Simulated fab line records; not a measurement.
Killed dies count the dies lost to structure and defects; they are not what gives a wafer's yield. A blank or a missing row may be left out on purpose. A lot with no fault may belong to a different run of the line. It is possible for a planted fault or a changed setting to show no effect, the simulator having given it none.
fab line records -- flow nandHarc
record: lots: 6, wafers: 18, lastDay: 33
route steps=1302 shown A_M1@1181 A_BONDPAD@1202 END@1302
lots untouched by any fault: they come from a run of this same line in which no faults occurred
startH: start of the lot's first displayed wafer, in hours after the record's first day -- waitH: hours since the lot's step before -- " same as the row above -- L1.1+2: a single row standing in for several wafers -- - no value, or no start given -- * or withheld: withheld -- < > ~ a bound
route shown NAME@n: NAME is a module with steps in the file, n the number in the route of the first one -- usual: mean/standard deviation of fault-free wafers -- same: alike in all rows -- chamber/n: place in a boat -- sites: readings site by site -- _std_site: the standard deviation of these -- _edge_site: mean of outer sites minus mean of inner sites -- radiusMm: how far each site lies from the wafer's centre -- mask NAME#n: copy n -- behind: the most recent tool/chamber to have shaped the wafer -- hold: reason for holding the lot/hours on hold/outcome of the hold -- device: names the non-switching transistor (n, p or np) -- end of line: tests of these same wafers at the route's end -- a step without rows: its recipe alone -- killed: dies lost to structure and defects at the first sort, not the wafer's yield -- map: a wafer's dies, marking killed ones x, the rest . and places with no die _
set.NAME: the run value of the setting; set.NAME@STEP: its run value at that earlier step -- model.NAME: the simulator's own value behind a step, which no gauge read
lots at selected steps of the route; one table per step, one row per wafer
services: a tool's chamber out of use, with start hour (startH, from the record's first day; less than 0 if before it), hours out, and reason
== steps ==
step: NHARC_A_M1_INSPECT_11
usual: rawDefectCount: 81/37
lot.wafer,tool,chamber,startH,waitH,rawDefectCount
L114.1,defectInspect-01,-,538.74,0.0,19
L114.5,defectInspect-01,-,538.74,0.0,16
L114.6,defectInspect-01,-,538.74,0.0,19
L118.3,defectInspect-02,-,567.34,0.0,127
L118.4,defectInspect-02,-,567.34,0.0,135
L118.6,defectInspect-02,-,567.34,0.0,136
L127.1,defectInspect-02,-,676.07,0.0,89
L127.2,defectInspect-02,-,676.07,0.0,115
L127.3,defectInspect-02,-,676.07,0.0,84
L129.1,defectInspect-02,-,678.06,0.0,151
L129.4,defectInspect-02,-,678.06,0.0,124
L129.5,defectInspect-02,-,678.06,0.0,134
L132.1,defectInspect-01,-,709.63,0.0,30
L132.4,defectInspect-01,-,709.63,0.0,36
L132.6,defectInspect-01,-,709.63,0.0,34
L135.2,defectInspect-01,-,749.93,0.0,126
L135.5,defectInspect-01,-,749.93,0.0,92
L135.6,defectInspect-01,-,749.93,0.0,108
step: NHARC_A_M1_DESCUM_14
recipe: timeS: 3, o2FlowSccm: 200, arFlowSccm: 0, biasPowerW: 0, chemistry: O2
step: NHARC_A_M1_ETCH_35
recipe: targetDepthA: 400, overetchA: 120, timeS: 43.94, ionEnergyEv: 200, n2FlowSccm: 150, h2FlowSccm: 150, arFlowSccm: 0, rfW: 400, biasW: 150, chemistry: N2/H2
usual: biasW: 150.0/0.45, drypumpMotorCurrentA: 5.8/0.4, oesProductAu: 0.997/0.0088, rfVppV: 429.6/2.1, showerheadPlenumPTorr: 2.00/0.069, throttleValvePct: 14.170/0.0087
lot.wafer,tool,chamber,startH,waitH,biasW,drypumpMotorCurrentA,oesProductAu,rfHoursCounterH,rfVppV,showerheadPlenumPTorr,throttleValvePct
L114.1,rieDiel-05,2,538.90,0.1,149.4,6.2,0.995,8,432.1,2.07,14.175
L114.5,rieDiel-05,1,538.90,0.1,150.6,5.6,0.992,-,430.0,2.03,14.166
L114.6,rieDiel-05,2,538.90,0.1,149.3,6.2,0.994,-,431.0,2.07,14.168
L118.4,rieDiel-05,2,567.50,0.1,149.7,6.2,0.989,10,432.1,2.07,14.151
L118.3,rieDiel-05,3,567.50,0.1,150.1,5.9,0.996,10,425.9,1.94,14.171
L118.6,rieDiel-05,1,567.50,0.1,150.0,5.6,0.987,-,430.8,2.02,14.174
L127.2,rieDiel-12,0,676.21,0.1,149.2,5.3,1.007,3,428.5,1.93,14.164
L127.3,rieDiel-12,2,676.21,0.1,149.7,5.7,0.997,4,430.3,2.04,14.169
L127.1,rieDiel-12,3,676.21,0.1,150.0,5.4,1.008,3,427.4,1.94,14.189
L129.1,rieDiel-12,1,678.22,0.1,150.2,5.7,0.987,4,428.6,1.94,14.175
L129.4,rieDiel-12,2,678.22,0.1,150.4,5.6,0.976,5,431.2,2.04,14.174
L129.5,rieDiel-12,3,678.22,0.1,149.7,5.4,1.002,-,426.7,1.94,14.167
L132.4,rieDiel-08,0,709.79,0.1,150.1,6.3,1.006,4,431.5,2.07,14.157
L132.1,rieDiel-08,1,709.79,0.1,150.7,6.1,0.996,5,428.6,1.97,14.167
L132.6,rieDiel-08,2,709.79,0.1,149.6,5.1,0.993,-,431.0,2.05,14.183
L135.2,rieDiel-08,2,750.09,0.1,149.6,5.1,0.995,0,429.2,2.05,14.173
L135.6,rieDiel-08,3,750.09,0.1,149.6,6.2,0.977,-,431.2,2.11,14.158
L135.5,rieDiel-08,0,750.09,0.1,149.2,6.2,0.997,-,431.1,2.07,14.180
step: NHARC_A_M1_ETCH_15
recipe: targetDepthA: 1825, timeS: 91.2, c4f8FlowSccm: withheld, arFlowSccm: 400, rfW: 600, biasW: 300, chemistry: C4F8/Ar
step: NHARC_A_M1_CD_MEAS_16
usual: cdNm: 119.8/0.76
lot.wafer,tool,chamber,startH,waitH,cdNm
L114.1,cdSem-01,-,539.11,-,119.6
L114.5,cdSem-01,-,539.11,-,119.1
L114.6,cdSem-01,-,539.11,-,119.6
L118.3,cdSem-03,-,567.71,-,120.5
L118.4,cdSem-03,-,567.71,-,119.4
L118.6,cdSem-03,-,567.71,-,120.6
L127.1,cdSem-02,-,676.43,-,119.3
L127.2,cdSem-02,-,676.43,-,119.3
L127.3,cdSem-02,-,676.43,-,120.3
L129.1,cdSem-03,-,678.43,-,119.6
L129.4,cdSem-03,-,678.43,-,121.2
L129.5,cdSem-03,-,678.43,-,119.2
L132.1,cdSem-03,-,710.00,-,121.0
L132.4,cdSem-03,-,710.00,-,120.8
L132.6,cdSem-03,-,710.00,-,119.4
L135.2,cdSem-02,-,750.30,-,121.0
L135.5,cdSem-02,-,750.30,-,119.6
L135.6,cdSem-02,-,750.30,-,118.7
step: NHARC_A_M1_STRIP_18
recipe: powerW: 1000, n2FlowSccm: 150, h2FlowSccm: 150, arFlowSccm: 0, biasW: 0, chemistry: N2/H2
step: NHARC_A_M1_ETCH_28
recipe: targetDepthA: 300, overEtchFrac: 0.3, timeS: 72.99, ionEnergyEv: 150, cf4FlowSccm: 50, n2FlowSccm: 100, arFlowSccm: 150, rfW: 300, biasW: 100, chemistry: CF4/N2
step: NHARC_A_M1_STRIP_19
recipe: timeS: 600, tempC: 30, chemistry: postEtchResidueRemover
step: NHARC_A_M1_DEGAS_29
recipe: tempC: 250, timeS: 60
step: NHARC_A_M1_PRE_CLEAN_30
recipe: timeS: 30, tempC: 280, gas: H2/He
usual: heaterPowerW: 410/42
lot.wafer,tool,chamber,startH,waitH,heaterPowerW
L114.1,pvdSputter-01,-,-,-,434
L114.6,pvdSputter-01,-,-,-,442
L114.5,pvdSputter-01,-,-,-,468
L118.4,pvdSputter-03,-,-,-,418
L118.3,pvdSputter-03,-,-,-,365
L118.6,pvdSputter-03,-,-,-,411
L127.1,pvdSputter-03,-,-,-,417
L127.3,pvdSputter-03,-,-,-,359
L127.2,pvdSputter-03,-,-,-,413
L129.4,pvdSputter-03,-,-,-,369
L129.1,pvdSputter-03,-,-,-,410
L129.5,pvdSputter-03,-,-,-,362
L132.4,pvdSputter-01,-,-,-,494
L132.1,pvdSputter-01,-,-,-,463
L132.6,pvdSputter-01,-,-,-,449
L135.2,pvdSputter-01,-,-,-,475
L135.6,pvdSputter-01,-,-,-,450
L135.5,pvdSputter-01,-,-,-,446
step: NHARC_A_M1_PVD_20
recipe: targetThkA: 50, biasV: 168.6, powerW: 15000, chamberPressurePa: 0.12, timeS: 8.06, substrateTempC: 50, material: TaN
step: NHARC_A_M1_PVD_21
recipe: targetThkA: 300, chamberPressurePa: 5, powerW: 5000, substrateTempC: 30, timeS: 20.49, material: Cu
step: NHARC_A_M1_ECD_22
recipe: targetThkA: 4000, bathTempC: 25, material: Cu
lot.wafer,tool,chamber,startH,waitH
L114.1+6+5,ecdCu-01,"1,0,1",540.28,-
L118.4+3+6,ecdCu-01,"1,0,1",568.88,-
L127.2+1+3,ecdCu-01,"0,1,1",677.54,-
L129.1+4+5,ecdCu-01,"0,1,0",679.53,-
L132.1+4+6,ecdCu-02,0,711.13,-
L135.2+5+6,ecdCu-01,"0,1,0",751.41,-
step: NHARC_A_M1_ANNEAL_31
recipe: tempC: 225, timeS: 90
step: NHARC_A_M1_CMP_23
recipe: tOverpolishS: 20, targetThkNm: 154.34
step: NHARC_A_M1_THK_MEAS_24
recipe: thkMeasGauge: xrf
usual: thkNm: 154.5/1.5
lot.wafer,tool,chamber,startH,waitH,thkNm
L114.1,filmMetro-01,-,541.27,-,151.6
L114.5,filmMetro-01,-,541.27,-,154.3
L114.6,filmMetro-01,-,541.27,-,155.4
L118.3,filmMetro-02,-,569.82,-,154.7
L118.4,filmMetro-02,-,569.82,-,153.6
L118.6,filmMetro-02,-,569.82,-,155.7
L127.1,filmMetro-01,-,678.57,-,153.8
L127.2,filmMetro-01,-,678.57,-,155.8
L127.3,filmMetro-01,-,678.57,-,153.4
L129.1,filmMetro-02,-,680.58,-,154.5
L129.4,filmMetro-02,-,680.58,-,154.6
L129.5,filmMetro-02,-,680.58,-,153.4
L132.1,filmMetro-01,-,712.14,-,153.8
L132.4,filmMetro-01,-,712.14,-,154.5
L132.6,filmMetro-01,-,712.14,-,156.8
L135.2,filmMetro-02,-,752.40,-,154.6
L135.5,filmMetro-02,-,752.40,-,156.3
L135.6,filmMetro-02,-,752.40,-,156.9
step: NHARC_A_M1_SRD_25
step: NHARC_A_M1_PRE_CLEAN_32
recipe: timeS: 12, tempC: 370, rfPowerW: 300, gas: NH3
step: NHARC_A_M1_DEP_33
recipe: targetThkA: 300, tempC: 370, targetThkNm: 30, pressureTorr: 3, flowSccm: 200, rfW: 450, material: SiCN
usual: chamberPressureTorr: 3.000/0.0067, heaterPowerW: 522/77
lot.wafer,tool,chamber,startH,waitH,chamberPressureTorr,heaterPowerW
L114.1,pecvd-04,2,541.62,0.1,3.006,504
L114.5,pecvd-04,2,541.62,0.1,2.999,495
L114.6,pecvd-04,0,541.62,0.1,3.004,685
L118.3,pecvd-01,1,570.13,0.1,3.001,571
L118.6,pecvd-01,1,570.13,0.1,3.000,544
L118.4,pecvd-01,0,570.13,0.1,3.000,516
L127.3,pecvd-02,1,678.87,0.1,3.008,474
L127.2,pecvd-02,2,678.87,0.1,2.991,387
L127.1,pecvd-02,0,678.87,0.1,2.993,612
L129.1,pecvd-02,0,680.94,0.1,2.986,597
L129.4,pecvd-02,0,680.94,0.1,2.998,605
L129.5,pecvd-02,1,680.94,0.1,2.992,529
L132.1,pecvd-02,1,712.54,0.1,2.994,459
L132.6,pecvd-02,2,712.54,0.1,3.004,407
L132.4,pecvd-02,0,712.54,0.1,3.014,525
L135.2,pecvd-01,1,752.75,0.1,2.998,576
L135.6,pecvd-01,0,752.75,0.1,2.996,531
L135.5,pecvd-01,1,752.75,0.1,3.011,594
step: NHARC_A_BONDPAD_DEP_00
recipe: targetThkA: 2500, tempC: 370, targetThkNm: 250, pressureTorr: 3, flowSccm: 200, rfW: 450, material: SiCN
step: NHARC_A_BONDPAD_CMP_29
recipe: targetThkNm: 200, material: SiCN
step: NHARC_A_BONDPAD_THK_MEAS_30
recipe: thkMeasGauge: ellipsometry
usual: thkNm: 200.2/1.5
lot.wafer,tool,chamber,startH,waitH,thkNm
L114.1,filmMetro-01,-,542.80,0.2,200.1
L114.5,filmMetro-01,-,542.80,0.2,201.1
L114.6,filmMetro-01,-,542.80,0.2,199.7
L118.3,filmMetro-02,-,571.37,0.2,199.8
L118.4,filmMetro-02,-,571.37,0.2,199.3
L118.6,filmMetro-02,-,571.37,0.2,197.1
L127.1,filmMetro-01,-,680.08,0.2,200.5
L127.2,filmMetro-01,-,680.08,0.2,198.8
L127.3,filmMetro-01,-,680.08,0.2,200.0
L129.1,filmMetro-02,-,682.11,0.2,198.8
L129.4,filmMetro-02,-,682.11,0.2,201.2
L129.5,filmMetro-02,-,682.11,0.2,201.2
L132.1,filmMetro-01,-,713.67,0.2,200.9
L132.4,filmMetro-01,-,713.67,0.2,201.0
L132.6,filmMetro-01,-,713.67,0.2,200.4
L135.2,filmMetro-02,-,753.92,0.2,200.3
L135.5,filmMetro-02,-,753.92,0.2,199.0
L135.6,filmMetro-02,-,753.92,0.2,199.4
step: NHARC_A_BONDPAD_SRD_31
step: NHARC_A_BONDPAD_DEHYDRATE_01
recipe: tempC: 150, timeS: 120
step: NHARC_A_BONDPAD_HMDS_02
recipe: timeS: 30
step: NHARC_A_BONDPAD_COAT_33
recipe: tempC: 200, timeS: 65
step: NHARC_A_BONDPAD_COAT_03
recipe: spinRpm: 2000, resistThkNm: 600
step: NHARC_A_BONDPAD_SOFTBAKE_04
recipe: tempC: 125, timeS: 70
step: NHARC_A_BONDPAD_EBR_05
step: NHARC_A_BONDPAD_EXPOSE_06
recipe: na: 0.55, doseMj: 36.99, maskId: A_BPAD
step: NHARC_A_BONDPAD_PEB_07
recipe: pebTempC: 128, pebTimeS: 80
step: NHARC_A_BONDPAD_DEVELOP_08
recipe: timeS: 50, devTempC: 22
step: NHARC_A_BONDPAD_CD_MEAS_09
recipe: targetCdNm: 500, landingEnergyEv: 500
usual: cdNm: 499.7/1.6
lot.wafer,tool,chamber,startH,waitH,cdNm
L114.1,cdSem-03,0,543.37,-,500.0
L114.5,cdSem-03,0,543.37,-,500.4
L114.6,cdSem-03,0,543.37,-,502.4
L118.3,cdSem-03,0,571.81,-,501.4
L118.4,cdSem-03,0,571.81,-,499.7
L118.6,cdSem-03,0,571.81,-,499.7
L127.1,cdSem-03,0,680.52,-,502.2
L127.2,cdSem-03,0,680.52,-,502.1
L127.3,cdSem-03,0,680.52,-,500.4
L129.1,cdSem-03,0,682.67,-,499.9
L129.4,cdSem-03,0,682.67,-,498.7
L129.5,cdSem-03,0,682.67,-,498.6
L132.1,cdSem-03,0,714.23,-,497.4
L132.4,cdSem-03,0,714.23,-,500.3
L132.6,cdSem-03,0,714.23,-,500.4
L135.2,cdSem-02,0,754.37,-,500.2
L135.5,cdSem-02,0,754.37,-,497.6
L135.6,cdSem-02,0,754.37,-,498.9
step: NHARC_A_BONDPAD_OVL_MEAS_35
usual: overlayXNm: 0/5.7, overlayYNm: -1/4.9
lot.wafer,tool,chamber,startH,waitH,overlayXNm,overlayYNm
L114.1,overlay-01,-,543.46,-,-4,1
L114.5,overlay-01,-,543.46,-,-4,1
L114.6,overlay-01,-,543.46,-,-5,1
L118.3,overlay-01,-,571.90,-,4,4
L118.4,overlay-01,-,571.90,-,3,4
L118.6,overlay-01,-,571.90,-,4,4
L127.1,overlay-01,-,680.63,-,2,-12
L127.2,overlay-01,-,680.63,-,2,-11
L127.3,overlay-01,-,680.63,-,2,-11
L129.1,overlay-01,-,682.76,-,-4,4
L129.4,overlay-01,-,682.76,-,-4,4
L129.5,overlay-01,-,682.76,-,-5,4
L132.1,overlay-02,-,714.32,-,1,0
L132.4,overlay-02,-,714.32,-,1,0
L132.6,overlay-02,-,714.32,-,1,0
L135.2,overlay-02,-,754.47,-,5,3
L135.5,overlay-02,-,754.47,-,4,3
L135.6,overlay-02,-,754.47,-,5,3
step: NHARC_A_BONDPAD_HARDBAKE_10
recipe: tempC: 118, timeS: 65
step: NHARC_A_BONDPAD_DESCUM_11
recipe: timeS: 3, o2FlowSccm: 200, arFlowSccm: 0, biasPowerW: 0, chemistry: O2
step: NHARC_A_BONDPAD_ETCH_34
recipe: targetDepthA: 600, overetchA: 180, timeS: 65.91, ionEnergyEv: 200, n2FlowSccm: 150, h2FlowSccm: 150, arFlowSccm: 0, rfW: 400, biasW: 150, chemistry: N2/H2
usual: biasW: 150.0/0.47, drypumpMotorCurrentA: 5.8/0.43, oesProductAu: 0.999/0.0083, rfVppV: 430.4/2.7, showerheadPlenumPTorr: 2.04/0.1, throttleValvePct: 14.171/0.0098
lot.wafer,tool,chamber,startH,waitH,biasW,drypumpMotorCurrentA,oesProductAu,rfHoursCounterH,rfVppV,showerheadPlenumPTorr,throttleValvePct
L114.1,rieDiel-13,3,543.68,0.1,150.0,5.2,1.001,5,434.3,2.19,14.172
L114.6,rieDiel-13,3,543.68,0.1,150.0,5.3,0.992,-,435.1,2.19,14.179
L114.5,rieDiel-13,0,543.68,0.1,149.8,6.5,1.007,-,429.7,1.98,14.175
L118.3,rieDiel-10,2,572.10,0.1,149.6,5.9,1.009,3,427.8,1.95,14.171
L118.4,rieDiel-10,1,572.10,0.1,150.3,5.8,1.007,3,434.8,2.21,14.190
L118.6,rieDiel-10,2,572.10,0.1,149.8,5.9,1.010,-,429.2,1.95,14.169
L127.1,rieDiel-10,3,680.84,0.1,149.9,6.1,0.992,3,430.3,1.98,14.153
L127.3,rieDiel-10,0,680.84,0.1,150.9,5.7,0.982,2,432.5,2.14,14.173
L127.2,rieDiel-10,1,680.84,0.1,150.0,5.8,1.003,2,435.7,2.20,14.153
L129.1,rieDiel-10,0,682.97,0.1,150.7,5.8,0.989,3,434.0,2.14,14.172
L129.4,rieDiel-10,1,682.97,0.1,149.9,5.8,1.001,3,435.1,2.20,14.168
L129.5,rieDiel-10,0,682.97,0.1,149.9,5.8,0.986,-,432.3,2.14,14.167
L132.1,rieDiel-10,1,714.54,0.1,150.5,5.8,1.009,3,434.3,2.20,14.179
L132.4,rieDiel-10,2,714.54,0.1,149.5,5.9,1.018,3,428.5,1.95,14.169
L132.6,rieDiel-10,0,714.54,0.1,150.0,5.8,0.996,-,433.1,2.14,14.185
L135.2,rieDiel-10,2,754.69,0.1,149.9,5.9,1.002,4,427.7,1.95,14.171
L135.6,rieDiel-10,2,754.69,0.1,149.8,5.9,1.005,-,428.8,1.95,14.180
L135.5,rieDiel-10,3,754.69,0.1,150.1,6.0,1.003,-,427.8,1.98,14.177
step: NHARC_A_BONDPAD_ETCH_12
recipe: targetDepthA: 2200, timeS: 110, chf3FlowSccm: 50, o2FlowSccm: 10, arFlowSccm: 200, rfW: 500, biasW: 200, chemistry: CHF3/O2
step: NHARC_A_BONDPAD_CD_MEAS_13
usual: cdNm: 498.8/1.8
lot.wafer,tool,chamber,startH,waitH,cdNm
L114.1,cdSem-01,-,543.91,-,499.0
L114.5,cdSem-01,-,543.91,-,500.2
L114.6,cdSem-01,-,543.91,-,500.7
L118.3,cdSem-03,-,572.34,-,499.3
L118.4,cdSem-03,-,572.34,-,498.0
L118.6,cdSem-03,-,572.34,-,497.6
L127.1,cdSem-02,-,681.07,-,501.8
L127.2,cdSem-02,-,681.07,-,501.3
L127.3,cdSem-02,-,681.07,-,500.9
L129.1,cdSem-02,-,683.20,-,499.0
L129.4,cdSem-02,-,683.20,-,498.3
L129.5,cdSem-02,-,683.20,-,497.4
L132.1,cdSem-01,-,714.76,-,496.9
L132.4,cdSem-01,-,714.76,-,498.8
L132.6,cdSem-01,-,714.76,-,498.6
L135.2,cdSem-01,-,754.93,-,498.7
L135.5,cdSem-01,-,754.93,-,496.7
L135.6,cdSem-01,-,754.93,-,497.7
step: NHARC_A_BONDPAD_STRIP_15
recipe: o2FlowSccm: 500, arFlowSccm: 0, biasW: 0, chemistry: O2
usual: drypumpMotorCurrentA: 5.75/0.28, oesProductAu: 1.000/0.0091, rfVppV: 57.7/0.9, showerheadPlenumPTorr: 3.51/0.15, throttleValvePct: 17.036/0.0084
same: biasW: 0
lot.wafer,tool,chamber,startH,waitH,drypumpMotorCurrentA,oesProductAu,rfHoursCounterH,rfVppV,showerheadPlenumPTorr,throttleValvePct
L114.1,rieDiel-10,1,544.01,0.1,5.80,0.996,2,58.6,3.79,17.040
L114.6,rieDiel-10,3,544.01,0.1,6.04,0.985,-,59.0,3.44,17.046
L114.5,rieDiel-10,0,544.01,0.1,5.79,1.000,-,58.7,3.68,17.038
L118.3,rieDiel-10,2,572.41,0.1,5.92,1.002,3,57.3,3.40,17.043
L118.4,rieDiel-10,3,572.41,0.1,6.05,0.994,3,57.4,3.44,17.034
L118.6,rieDiel-10,3,572.41,0.1,6.05,1.007,-,55.3,3.44,17.043
L127.1,rieDiel-10,0,681.14,0.1,5.78,0.994,3,58.3,3.68,17.039
L127.3,rieDiel-10,1,681.14,0.1,5.84,0.999,3,57.2,3.79,17.033
L127.2,rieDiel-10,3,681.14,0.1,6.05,1.000,3,57.8,3.44,17.020
L129.4,rieDiel-04,2,683.27,0.1,5.70,1.013,22,57.6,3.48,17.037
L129.1,rieDiel-04,0,683.27,0.1,5.49,0.997,22,57.1,3.43,17.036
L129.5,rieDiel-04,2,683.27,0.1,5.68,1.008,-,57.6,3.48,17.042
L132.1,rieDiel-10,1,714.85,0.1,5.80,1.013,3,57.3,3.79,17.052
L132.4,rieDiel-10,2,714.85,0.1,5.93,1.015,3,58.1,3.39,17.041
L132.6,rieDiel-10,0,714.85,0.1,5.78,1.009,-,58.0,3.68,17.030
L135.2,rieDiel-04,0,755.02,0.1,5.48,1.001,5,57.4,3.42,17.031
L135.5,rieDiel-04,0,755.02,0.1,5.47,1.008,-,58.6,3.42,17.036
L135.6,rieDiel-04,1,755.02,0.1,5.19,0.990,-,56.4,3.32,17.026
step: NHARC_END_SORT_01
recipe: tempC: 25
usual: defectLimitedYield: 91.1/2.9, killedAtArray: 55/20, killedAtOther: 0.7/0.96, killedAtPeriphery: 4.1/2.4, killedDies: 60/20, killedOpen: 3.3/1.9, killedShort: 2.8/1.6
same: grossDies: 677
lot.wafer,tool,chamber,startH,waitH,defectLimitedYield[%],killedAtArray,killedAtOther,killedAtPeriphery,killedDies,killedOpen,killedShort
L129.1,prober-01,0,713.46,2.5,24.8,506,1,2,509,1,3
L129.4,prober-01,0,715.86,3.4,27.6,488,2,0,490,1,3
L129.5,prober-01,0,716.67,3.7,28.1,482,3,2,487,1,3
L127.1,prober-02,0,713.48,2.5,30.9,466,0,2,468,0,3
L127.2,prober-02,0,714.28,2.8,28.5,480,0,4,484,2,2
L127.3,prober-02,0,715.08,3.1,26.9,493,0,2,495,3,2
killed by level:class
L129.1 A_M1:unspecified=447 A_CHANNEL_HOLE_D1:chamberFilmFlake=18 A_CHANNEL_HOLE_D2:chamberFilmFlake=18 A_SLIT:chamberFilmFlake=16 A_CONTACT:chamberFilmFlake=2 A_BLC:chamberFilmFlake=2 P_M1:geometricParticle:open=1 A_DECK1_JOINT:geometricParticle:short=1
L127.1 A_M1:unspecified=429 A_CHANNEL_HOLE_D1:chamberFilmFlake=15 A_CHANNEL_HOLE_D2:chamberFilmFlake=15 A_CONTACT:chamberFilmFlake=3 A_ONON_D1:geometricParticle:short=2 A_M0:geometricParticle:short=1 P_STI:chamberFilmFlake=1 P_M0:chamberFilmFlake=1
L127.2 A_M1:unspecified=437 A_CHANNEL_HOLE_D1:chamberFilmFlake=21 A_CHANNEL_HOLE_D2:chamberFilmFlake=14 A_STAIRCASE:chamberFilmFlake=3 P_GATE:chamberFilmFlake=2 A_SLIT:chamberFilmFlake=2 P_CONTACT:geometricParticle:open=1 A_CHANNEL_FILL_D1:geometricParticle:short=1
L127.3 A_M1:unspecified=458 A_CHANNEL_HOLE_D1:chamberFilmFlake=13 A_CHANNEL_HOLE_D2:chamberFilmFlake=11 A_CONTACT:chamberFilmFlake=3 A_STAIRCASE:chamberFilmFlake=2 P_CONTACT:geometricParticle:open=1 A_ONON_D1:geometricParticle:short=1 A_ONON_D1:geometricParticle:open=1
L129.4 A_M1:unspecified=430 A_SLIT:chamberFilmFlake=19 A_CHANNEL_HOLE_D1:chamberFilmFlake=18 A_CHANNEL_HOLE_D2:chamberFilmFlake=11 A_CONTACT:chamberFilmFlake=3 THIN_TSV:chamberFilmFlake=2 A_STAIRCASE:chamberFilmFlake=2 A_CHANNEL_FILL_D1:geometricParticle:short=1
L129.5 A_M1:unspecified=433 A_CHANNEL_HOLE_D1:chamberFilmFlake=18 A_SLIT:chamberFilmFlake=14 A_CHANNEL_HOLE_D2:chamberFilmFlake=7 THIN_TSV:chamberFilmFlake=3 A_CONTACT:chamberFilmFlake=3 A_STAIRCASE:chamberFilmFlake=3 P_M0:geometricParticle:open=1
map L127.3 (x killed, . not)
____________x____________
_________..xx.xx_________
_______xxxxx..x.xx_______
______xx.xxxxxx.xxx______
_____.xx.xxxxxxxxxx._____
____xx..x.xxxxxxxx.xx____
____xxxxxx.xxxxxxx.xx____
___xxxx.x..xxxxxxxx..x___
___.xxxxx.xxxxxxxxx.xx___
__.xxxxx.xxxxxxxxx...x.__
__x.xxxxx.xxxxxxxxxxxx.__
_.xxxx..xxxxxxx..xxxxxx._
_.x..xxxx.x..xxxxxxx.xxx_
_..xxx.x......xxxx.xx..._
_xx.xxxx..xxxx..x.xxxxxx_
_.xxxxxx..x.x..xx.xxxx.x_
.xx.xxxxxx..xxxxx.xxx.xxx
xxxxxxxx.x.xxxxx.xxxxxx.x
.xx.xxxxxx..xxxxxx..xxxx.
.xxxxx.xxxxxxxxxxx..x.xxx
.xxxxx..xxxxxxxx.xx.xxxxx
_xxx...xxxxx.x.xxxxx.xxx_
_...xxxxx.xx.xxxx.x...x._
_xxx.xxx.x.xx.xx.x..xxxx_
_x...x.xxxx.x.xx.x.xxx.x_
_.xxxxxxx.xx..xx.x.xxxxx_
__.xxx.x..xxxxx.xx.xxxx__
__xx.xxxxxxxxxxxxx.xxxx__
___.x.xxxxxxxx.x.x.x..___
___xx...x.xx.x.x.x..x.___
____x.xx.xxxxxxxxxxxx____
____xx.xxxxxx.xxxx..x____
_____xxx.x..xxxxx.xx_____
______.xxxx.xx.x.xx______
_______x.xxxxxx..x_______
_________x.xxxxx_________
____________x____________
map L129.1 (x killed, . not)
____________.____________
_________xx.x.x._________
_______xx.xxx.xx.x_______
______.xxxxxxxxxxxx______
_____xxx...xxxx.xxxx_____
____xxxxx.xx.xxxxxxxx____
____xxxx..xxxxxxxxxxx____
___xxxxxxxxxxxxxxxxxxx___
___.xxxxxxxxxxxxxxx...___
__xxxxxxxxxxxxxxxx..xxx__
__xxx.xx..xxxxxxx.xxxx.__
_xxxxxxxxxx.x.xxx.xxxx.x_
_xxxxxxxx..xxxx.x.x...xx_
_xxxxxxxxxxxxxxxxxxxxx.x_
_xxxx...xxxx.x.xx..xx.xx_
_xx.x.xxxxxxx.xxx.xxxxx._
.xxxx.xxx.xxx...xx.xx.xxx
xxxxxxxx..xxxxx.xxx.xxxxx
xxx.x.xx.xxx..xx.xxxxxxxx
.x.xx.xxxxx.x.xxxxx.xxxxx
xx..xxxx.xxx.x.xxx.xx.x..
_x.xxxx.x.xx.xx..xxx.xxx_
_xx.x.xxx.xxxxxx.xxxx.xx_
_...xx.x.x..xx.x.xxxx.x._
_xxx.xxxxxxxxxxxx...x..x_
_xxx.x.xx.xx.x.x.xxxxxx._
__xxxxx.xxx.xx.xxx.x.xx__
__.xx.xxx...xxxx..xxx.x__
___x.xxx.xxxxxxxxxxxx.___
___x...xxxxxxxxxx.x..x___
____.xx.xx..x..xx..xx____
____xx.xxxx..xxxxxxxx____
_____x..xx.x.xxxxx.._____
______.x.xxxxxxxxxx______
_______xxxx.x..xxx_______
_________..xxx.x_________
____________x____________
== services ==
tool,chamber,startH,hours,kind
rieDiel-04,-,516.83,0.2,repair
rieDiel-08,3,520.79,17.5,repair
pecvd-01,-,521.55,1.8,repair
pecvd-01,-,525.54,0.4,repair
rieDiel-10,1,528.50,5.0,repair
pvdSputter-01,-,530.60,2.3,repair
pvdSputter-03,-,531.37,10.0,pm
rieDiel-04,-,532.07,9.0,pm
pvdSputter-01,-,535.65,0.8,repair
rieDiel-08,-,544.85,9.0,pm
rieDiel-05,3,564.24,1.6,repair
rieDiel-08,2,576.63,2.7,repair
pvdSputter-01,-,582.00,10.0,pm
rieDiel-05,-,583.63,9.0,pm
pecvd-02,-,589.34,13.0,pm
rieDiel-12,0,589.49,4.4,repair
rieDiel-04,0,592.26,5.9,repair
rieDiel-10,-,596.59,9.0,pm
rieDiel-12,0,600.73,12.2,repair
pvdSputter-01,-,606.46,3.1,repair
pvdSputter-01,-,667.06,2.0,repair
ecdCu-01,-,688.37,8.0,pm
pvdSputter-03,-,709.37,10.0,pm
rieDiel-10,3,744.01,2.6,repair
== key ==
firstSign: step: NHARC_END_SORT_01, reading: defectLimitedYield, direction: down, sigmas: 22, usual: 91.1, struck: 27.8
effect: step: NHARC_END_SORT_01, reading: killedDies, direction: up, sigmas: 22, usual: 60, struck: 489
moreKillsBornAt: NHARC_A_M1_ECD_22@ecdCu-01: 2634
metAt NHARC_A_M1_ECD_22
struckWafers L127.1,L127.2,L127.3,L129.1,L129.4,L129.5
onsetBetween 568.88 677.54
alsoFits NHARC_A_M1_ETCH_35:rieDiel-12,NHARC_A_M1_PRE_CLEAN_30:pvdSputter-03
fault: kind: chamberParticleSource, tool: ecdCu-01, chamber: -, onsetH: 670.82, steps: NHARC_A_M1_ECD_22, ratePerVisitCm2: 1.3231, endH: 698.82
